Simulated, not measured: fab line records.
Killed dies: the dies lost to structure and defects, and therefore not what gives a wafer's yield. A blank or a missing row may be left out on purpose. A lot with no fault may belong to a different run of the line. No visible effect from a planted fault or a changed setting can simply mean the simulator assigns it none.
Which of the tools did it? :: flow n5_finfet :: 10 lots, 30 wafers sampled, at 1 step of a route of 1938

WHAT EACH GAUGE READ, for each wafer
N5_SD_EPI_N_INSPECT_26: inspects for defects (darkfield).
lot: L251
measured: day 3 18:07
on: defect_inspect-02
raw_defect_count: 215 179 243

lot: L252
measured: day 4 01:51
on: defect_inspect-01
raw_defect_count: 171 183 255

lot: L253
measured: day 4 03:23
on: defect_inspect-01
raw_defect_count: 144 219 139

lot: L258
measured: day 5 13:31
on: defect_inspect-01
raw_defect_count: 184 167 205

lot: L259
measured: day 5 18:40
on: defect_inspect-01
raw_defect_count: 219 182 203

lot: L264
measured: day 7 00:45
on: defect_inspect-02
raw_defect_count: 218 217 268

lot: L265
measured: day 7 05:11
on: defect_inspect-02
raw_defect_count: 259 309 254

lot: L266
measured: day 7 13:47
on: defect_inspect-02
raw_defect_count: 126 154 147

lot: L269
measured: day 8 04:29
on: defect_inspect-01
raw_defect_count: 209 188 219

lot: L271
measured: day 8 19:09
on: defect_inspect-02
raw_defect_count: 187 225 191

WHICH TOOL RAN EACH LOT (tool, then ch and the chambers of the sampled wafers, then the start)
Record: no process step prior to these readings.

THE ANSWER, worked out from the rows above alone
Rule: what is usual is taken from the lots themselves. The widest of any qualifying gaps counts: lots, ordered by their means at a reading, are off when they make up no more than a third of the lots, leave a main group of 4 or more, and stand apart from it by 3 or more times the standard deviation of that group's means. If all means in a main group match to the digits the tables above print for the reading, that group is not used. A lot without any number at a reading at which 4 lots or more have one is off too. All remaining lots with rows at the step are treated as sound.
Across all readings shown, no lot is off: no conclusion can be drawn from this.

WHAT THE SIMULATOR HAD PUT IN
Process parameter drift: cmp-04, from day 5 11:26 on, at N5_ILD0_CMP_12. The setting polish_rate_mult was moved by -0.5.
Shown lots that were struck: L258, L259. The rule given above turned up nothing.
